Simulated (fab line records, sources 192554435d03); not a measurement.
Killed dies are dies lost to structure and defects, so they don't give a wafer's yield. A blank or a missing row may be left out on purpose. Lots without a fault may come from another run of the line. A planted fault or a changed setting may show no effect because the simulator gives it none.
Which tool did it? | flow n5_finfet | 15 lots, 44 wafers sampled, at 6 steps of a route of 1938

WHAT THE GAUGES READ, wafer by wafer
N5_MOL_CONTACT_COAG_INSPECT_97: inspects for defects (darkfield). Usual: raw_defect_count 37, standard deviation 15.
lot  | measured     | on                | raw_defect_count | flag
L960 | day 5 14:59  | defect_inspect-01 | 39 13 21         |
L963 | day 6 12:46  | defect_inspect-02 | 23 25 34         |
L965 | day 6 18:46  | defect_inspect-02 | 50 41 34         |
L966 | day 7 00:24  | defect_inspect-02 | 47 26            |
L967 | day 7 11:40  | defect_inspect-01 | 31 46 45         |
L968 | day 7 16:46  | defect_inspect-01 | 33 44 25         |
L970 | day 8 06:40  | defect_inspect-01 | 17 19 18         |
L972 | day 9 01:40  | defect_inspect-01 | 44 39 21         |
L973 | day 9 04:43  | defect_inspect-01 | 29 28 31         |
L977 | day 10 00:44 | defect_inspect-02 | 40 32 23         |
L978 | day 10 06:20 | defect_inspect-01 | 43 39 53         |
L979 | day 10 13:28 | defect_inspect-02 | 38 48 17         |
L980 | day 10 16:32 | defect_inspect-01 | 30 38 55         |
L981 | day 10 19:34 | defect_inspect-02 | 29 22 27         |
L982 | day 11 07:34 | defect_inspect-01 | 17 52 24         |

N5_BEOL_M0_SAQP_CD_MEAS_29: target cd 14.4 nm. Usual: cd_nm 15.05 nm, standard deviation 0.22.
lot  | measured     | on        | cd_nm (nm)        | flag
L960 | day 5 22:29  | cd_sem-02 | 14.88 14.97 14.70 |
L963 | day 6 17:38  | cd_sem-03 | 14.73 15.20 15.01 |
L965 | day 7 01:12  | cd_sem-01 | 15.02 14.86 14.90 |
L966 | day 7 07:25  | cd_sem-02 | 15.12 14.78       |
L967 | day 7 16:32  | cd_sem-01 | 15.16 15.20 14.95 |
L968 | day 8 01:49  | cd_sem-03 | 15.37 15.32 15.13 |
L970 | day 8 14:16  | cd_sem-03 | - - -             | OFF
L972 | day 9 07:48  | cd_sem-02 | - - -             | OFF
L973 | day 9 11:37  | cd_sem-01 | - - -             | OFF
L977 | day 10 08:02 | cd_sem-01 | 14.88 15.17 15.22 |
L978 | day 10 11:46 | cd_sem-02 | 15.17 14.99 14.87 |
L979 | day 10 20:37 | cd_sem-01 | 14.91 15.23 14.77 |
L980 | day 10 22:11 | cd_sem-03 | 14.83 15.09 14.90 |
L981 | day 11 02:22 | cd_sem-03 | 14.41 15.24 15.47 |
L982 | day 11 16:05 | cd_sem-01 | 14.87 14.82 15.04 |

N5_BEOL_M4_RC_MEAS_101. Usual: DIBL_N 37.0 mV/V, standard deviation 1.6; DIBL_P 37.0 mV/V, standard deviation 2.1; IOFF_N 0.17 nA/um, standard deviation 0.032; IOFF_P 0.22 nA/um, standard deviation 0.043; ION_N 679 uA/um, standard deviation 13; ION_P 465 uA/um, standard deviation 9.5; SS_N 71.7 mV/dec, standard deviation 0.59; SS_P 73.6 mV/dec, standard deviation 0.64; VT_N 249 mV, standard deviation 3.2; VT_P -249 mV, standard deviation 4.1.
lot  | measured     | on        | DIBL_N (mV/V)  | DIBL_P (mV/V)  | IOFF_N (nA/um) | IOFF_P (nA/um) | ION_N (uA/um) | ION_P (uA/um) | SS_N (mV/dec)  | SS_P (mV/dec)  | VT_N (mV)   | VT_P (mV)      | flag
L960 | day 10 13:54 | prober-01 | 36.1 37.5 37.3 | 36.0 37.2 38.1 | 0.16 0.19 0.18 | 0.21 0.23 0.24 | 678 689 684   | 468 465 471   | 71.3 71.9 71.9 | 73.6 73.3 73.5 | 247 245 245 | -248 -249 -250 |
L963 | day 10 21:41 | prober-02 | 39.1 34.8 36.4 | 40.2 35.0 37.1 | 0.24 0.13 0.18 | 0.30 0.19 0.23 | 680 659 685   | 467 463 468   | 72.0 71.8 72.3 | 74.4 73.2 73.3 | 245 254 250 | -247 -249 -248 |
L965 | day 13 10:34 | prober-02 | 35.3 35.4 36.9 | 36.0 36.8 38.3 | 0.17 0.17 0.19 | 0.23 0.25 0.26 | 687 696 679   | 472 477 464   | 71.3 70.7 71.1 | 73.0 73.4 73.2 | 247 248 249 | -247 -247 -247 |
L966 | day 12 13:52 | prober-01 | 39.5 38.1      | 38.6 37.6      | 0.20 0.16      | 0.24 0.23      | 681 688       | 461 471       | 72.1 71.3      | 72.5 73.8      | 247 249     | -249 -249      |
L967 | day 13 07:55 | prober-01 | 38.4 38.3 37.5 | 38.6 39.0 37.0 | 0.20 0.21 0.18 | 0.24 0.25 0.22 | 692 705 677   | 471 473 462   | 71.3 71.4 71.6 | 73.9 74.3 73.4 | 246 243 249 | -247 -247 -248 |
L968 | day 13 16:23 | prober-01 | 36.2 38.7 39.8 | 35.0 38.3 39.8 | 0.14 0.18 0.23 | 0.16 0.22 0.25 | 657 670 679   | 448 455 463   | 71.7 71.6 72.4 | 73.6 74.2 74.3 | 252 249 245 | -256 -253 -249 |
L977 | day 16 03:49 | prober-02 | 36.9 36.9 36.6 | 37.1 37.8 35.7 | 0.17 0.16 0.16 | 0.22 0.24 0.21 | 685 666 689   | 469 461 467   | 71.9 71.8 71.4 | 73.2 73.5 73.7 | 249 252 250 | -251 -251 -250 |
L978 | day 15 07:17 | prober-02 | 35.7 37.2 36.7 | 35.7 38.3 36.9 | 0.15 0.19 0.16 | 0.22 0.26 0.21 | 668 687 670   | 463 472 458   | 72.1 72.0 71.7 | 73.2 73.7 74.2 | 249 248 252 | -248 -247 -249 |
L979 | day 16 07:55 | prober-01 | 36.6 34.4 34.6 | 36.5 34.2 34.8 | 0.17 0.13 0.14 | 0.20 0.17 0.18 | 679 667 679   | 456 457 464   | 71.8 70.5 70.6 | 73.6 72.9 73.1 | 247 251 251 | -254 -253 -252 |
L980 | day 15 15:10 | prober-01 | 35.7 35.9 35.4 | 37.3 37.6 36.7 | 0.13 0.14 0.13 | 0.16 0.17 0.16 | 671 675 655   | 455 451 441   | 71.9 71.2 71.5 | 73.7 73.8 73.3 | 256 251 251 | -257 -258 -259 |
L981 | day 16 15:03 | prober-02 | 38.4 39.6 39.7 | 39.5 40.4 40.2 | 0.22 0.26 0.25 | 0.32 0.36 0.35 | 700 719 707   | 492 489 487   | 71.9 72.6 72.2 | 74.2 75.2 74.7 | 243 241 242 | -240 -240 -238 |
L982 | day 16 17:29 | prober-01 | 35.9 35.7 36.5 | 33.4 34.1 36.1 | 0.13 0.14 0.16 | 0.17 0.18 0.22 | 649 667 661   | 447 449 460   | 71.5 71.5 72.2 | 72.9 73.3 73.4 | 253 248 249 | -255 -253 -251 |

WHICH TOOL RAN EACH LOT (tool, then ch and the chambers of the sampled wafers, then the start)
lot  | N5_MOL_CONTACT_COAG_ETCH_48        | N5_BEOL_M0_SAQP_PECVD_03        | N5_BEOL_M0_SAQP_PECVD_04
L960 | rie_diel-05 ch 1,2, day 5 09:23    | pecvd-01 ch 0,1, day 5 16:20    | pecvd-01 ch 0,1, day 5 16:27
L963 | rie_diel-05 ch 0,1,2, day 6 08:32  | pecvd-02 ch 0,1,2, day 6 13:19  | pecvd-02 ch 0,1,2, day 6 13:26
L965 | rie_diel-03 ch 0,1,2, day 6 14:11  | pecvd-04 ch 1,2, day 6 20:49    | pecvd-04 ch 1,2, day 6 20:56
L966 | rie_diel-02 ch 2, day 6 20:17      | pecvd-04 ch 1,2, day 7 02:44    | pecvd-04 ch 1,2, day 7 02:51
L967 | rie_diel-05 ch 0,1,2, day 7 07:32  | pecvd-04 ch 0,1,2, day 7 12:29  | pecvd-04 ch 0,1,2, day 7 12:38
L968 | rie_diel-02 ch 0,1,3, day 7 12:41  | pecvd-01 ch 0, day 7 19:07      | pecvd-01 ch 0, day 7 19:17
L970 | rie_diel-02 ch 1,3, day 8 02:31    | pecvd-04 ch 0,2, day 8 08:02    | pecvd-04 ch 0,2, day 8 08:09
L972 | rie_diel-03 ch 0,1,2, day 8 21:35  | pecvd-01 ch 0,1,2, day 9 02:53  | pecvd-01 ch 0,1,2, day 9 03:00
L973 | rie_diel-02 ch 0,1,2, day 8 23:22  | pecvd-02 ch 0,1,2, day 9 07:05  | pecvd-02 ch 0,1,2, day 9 07:11
L977 | rie_diel-03 ch 0,1,2, day 9 20:37  | pecvd-04 ch 0,1,2, day 10 03:12 | pecvd-04 ch 0,1,2, day 10 03:19
L978 | rie_diel-02 ch 0,1,2, day 10 02:14 | pecvd-04 ch 0,1,2, day 10 07:28 | pecvd-04 ch 0,1,2, day 10 07:35
L979 | rie_diel-05 ch 1,3, day 10 09:23   | pecvd-01 ch 1,2, day 10 16:03   | pecvd-01 ch 1,2, day 10 16:10
L980 | rie_diel-02 ch 0,1, day 10 12:27   | pecvd-01 ch 0,1, day 10 17:52   | pecvd-01 ch 0,1, day 10 17:59
L981 | rie_diel-02 ch 1,2,3, day 10 15:24 | pecvd-01 ch 0,1,2, day 10 21:25 | pecvd-01 ch 0,1,2, day 10 21:31
L982 | rie_diel-02 ch 1,3, day 11 03:26   | pecvd-01 ch 1,2, day 11 11:07   | pecvd-01 ch 1,2, day 11 11:14
- N5_MOL_CONTACT_COAG_ETCH_48: etches SiOC in C4F6/O2, target depth 15 nm, overetch 4.5 nm, time 17 s.
- N5_BEOL_M0_SAQP_PECVD_03: deposits SiCN from 3MS/NH3, target thk 12 nm, time 21.1 s.
- N5_BEOL_M0_SAQP_PECVD_04: deposits a-Si from SiH4/He, target thk 60 nm, time 60.2 s.

WHAT THE TOOLS THEMSELVES READ (means of the sampled wafers that have a number; where no wafer has one, the mark that the record gives instead)
N5_MOL_CONTACT_COAG_ETCH_48. Usual: drypump_motor_current_A 5.8 A, standard deviation 0.58; oes_ar_750_au 0.80 a.u., standard deviation 0.081; oes_product_au 0.67 a.u., standard deviation 0.07; rf_vpp_V 1591 V, standard deviation 29; showerhead_plenum_p_Torr 2.84 Torr, standard deviation 0.12; throttle_valve_pct 40.5 %, standard deviation 0.38.
lot  | tool        | drypump_motor_current_A (A) | oes_ar_750_au (a.u.) | oes_product_au (a.u.) | rf_vpp_V (V) | showerhead_plenum_p_Torr (Torr) | throttle_valve_pct (%) | flag
L960 | rie_diel-05 | 5.3                         | 0.78                 | 0.66                  | 1574         | 2.83                            | 40.0                   |
L963 | rie_diel-05 | 5.8                         | 0.77                 | 0.64                  | 1573         | 2.79                            | 40.3                   |
L965 | rie_diel-03 | 5.7                         | 0.76                 | 0.63                  | 1606         | 2.76                            | 40.6                   |
L966 | rie_diel-02 | 6.5                         | 0.78                 | 0.68                  | 1626         | 2.72                            | 40.7                   |
L967 | rie_diel-05 | 5.8                         | 0.76                 | 0.69                  | 1572         | 2.79                            | 40.3                   |
L968 | rie_diel-02 | 5.9                         | 0.87                 | 0.71                  | 1589         | 2.93                            | 40.6                   |
L970 | rie_diel-02 | 6.4                         | 0.85                 | 0.75                  | 1582         | 2.91                            | 40.4                   |
L972 | rie_diel-03 | 5.7                         | 0.84                 | 0.70                  | 1614         | 2.87                            | 40.6                   |
L973 | rie_diel-02 | 5.8                         | 0.83                 | 0.73                  | 1600         | 2.83                            | 40.7                   |
L977 | rie_diel-03 | 5.7                         | 0.83                 | 0.72                  | 1614         | 2.86                            | 40.6                   |
L978 | rie_diel-02 | 5.8                         | 0.82                 | 0.68                  | 1600         | 2.83                            | 40.7                   |
L979 | rie_diel-05 | 5.2                         | 0.71                 | 0.60                  | 1567         | 2.80                            | 40.2                   |
L980 | rie_diel-02 | 5.4                         | 0.83                 | 0.69                  | 1594         | 2.93                            | 40.8                   |
L981 | rie_diel-02 | 6.3                         | 0.80                 | 0.67                  | 1593         | 2.81                            | 40.5                   |
L982 | rie_diel-02 | 6.0                         | 0.83                 | 0.70                  | 1574         | 2.83                            | 40.3                   |

N5_BEOL_M0_SAQP_PECVD_03. Usual: chamber_pressure_Torr 3.001 Torr, standard deviation 0.0063; rf_fwd_power_W 199.0 W, standard deviation 1.1; showerhead_plenum_p_Torr 3.659 Torr, standard deviation 0.012; throttle_valve_pct 8.8 %, standard deviation 0.54.
lot  | tool     | chamber_pressure_Torr (Torr) | rf_fwd_power_W (W) | showerhead_plenum_p_Torr (Torr) | throttle_valve_pct (%) | flag
L960 | pecvd-01 | 2.994                        | 197.2              | 3.665                           | 8.7                    |
L963 | pecvd-02 | 3.003                        | 199.0              | 3.669                           | 8.6                    |
L965 | pecvd-04 | 3.000                        | 198.9              | 3.657                           | 8.7                    |
L966 | pecvd-04 | 3.002                        | 199.2              | 3.660                           | 8.8                    |
L967 | pecvd-04 | 3.000                        | 199.3              | 3.657                           | 8.8                    |
L968 | pecvd-01 | 2.996                        | 197.3              | 3.663                           | 8.7                    |
L970 | pecvd-04 | -                            | -                  | -                               | -                      | OFF
L972 | pecvd-01 | -                            | -                  | -                               | -                      | OFF
L973 | pecvd-02 | -                            | -                  | -                               | -                      | OFF
L977 | pecvd-04 | 3.000                        | 199.7              | 3.658                           | 8.9                    |
L978 | pecvd-04 | 3.011                        | 198.9              | 3.663                           | 8.9                    |
L979 | pecvd-01 | 2.994                        | 198.6              | 3.655                           | 8.3                    |
L980 | pecvd-01 | 2.999                        | 198.1              | 3.664                           | 8.3                    |
L981 | pecvd-01 | 3.000                        | 198.8              | 3.653                           | 8.1                    |
L982 | pecvd-01 | 2.997                        | 199.0              | 3.647                           | 8.5                    |

N5_BEOL_M0_SAQP_PECVD_04. Usual: chamber_pressure_Torr 3.000 Torr, standard deviation 0.0069; heater_power_outer_w 410 W, standard deviation 45; heater_power_w 694 W, standard deviation 69; showerhead_plenum_p_Torr 5.65 Torr, standard deviation 0.044; throttle_valve_pct 17.7 %, standard deviation 1.
lot  | tool     | chamber_pressure_Torr (Torr) | heater_power_outer_w (W) | heater_power_w (W) | showerhead_plenum_p_Torr (Torr) | throttle_valve_pct (%) | flag
L960 | pecvd-01 | 2.994                        | 485                      | 807                | 5.67                            | 17.5                   |
L963 | pecvd-02 | 3.007                        | 397                      | 667                | 5.68                            | 17.1                   |
L965 | pecvd-04 | 2.997                        | 387                      | 664                | 5.65                            | 17.2                   |
L966 | pecvd-04 | 3.001                        | 356                      | 652                | 5.66                            | 17.4                   |
L967 | pecvd-04 | 3.000                        | 427                      | 721                | 5.64                            | 17.8                   |
L968 | pecvd-01 | 2.999                        | 421                      | 706                | 5.67                            | 17.1                   |
L970 | pecvd-04 | 3.007                        | 415                      | 674                | 5.65                            | 17.9                   |
L972 | pecvd-01 | 3.001                        | 406                      | 689                | 5.63                            | 17.9                   |
L973 | pecvd-02 | 3.002                        | 381                      | 656                | 5.68                            | 17.2                   |
L977 | pecvd-04 | 3.003                        | 366                      | 633                | 5.64                            | 17.9                   |
L978 | pecvd-04 | 3.000                        | 396                      | 686                | 5.64                            | 17.8                   |
L979 | pecvd-01 | 3.003                        | 440                      | 712                | 5.63                            | 16.8                   |
L980 | pecvd-01 | 3.000                        | 426                      | 712                | 5.67                            | 16.8                   |
L981 | pecvd-01 | 3.000                        | 426                      | 721                | 5.64                            | 16.9                   |
L982 | pecvd-01 | 2.992                        | 433                      | 724                | 5.59                            | 16.7                   |

THE ANSWER, worked out from the rows above alone
Rule: a lot is off if the mean of its wafers that have a number lies more than 3 standard deviations from the usual mean. A lot without any number at a reading at which 4 lots or more have one is off too. The other lots that the step has rows for count as sound. The gauges are gone through in route order, then the tools' own readings, and for those a lot's mean is taken as printed above. The first step at which some lot is off is used, and at that step the reading that is off furthest; a lot without a number counts as furthest.
Off: L970, L972, L973, at N5_BEOL_M0_SAQP_CD_MEAS_29 (cd_nm). Without a number there: L970, L972, L973.
A tool fits if, at a process step before that reading, it ran every lot that is off, and no sound lot after the first of them. The gauges at N5_BEOL_M0_SAQP_CD_MEAS_29 aren't tried: what is off there is off at N5_BEOL_M0_SAQP_PECVD_03 too, on other tools, and a gauge's error can't cause that. None of those tried fits.

WHAT THE SIMULATOR HAD PUT IN
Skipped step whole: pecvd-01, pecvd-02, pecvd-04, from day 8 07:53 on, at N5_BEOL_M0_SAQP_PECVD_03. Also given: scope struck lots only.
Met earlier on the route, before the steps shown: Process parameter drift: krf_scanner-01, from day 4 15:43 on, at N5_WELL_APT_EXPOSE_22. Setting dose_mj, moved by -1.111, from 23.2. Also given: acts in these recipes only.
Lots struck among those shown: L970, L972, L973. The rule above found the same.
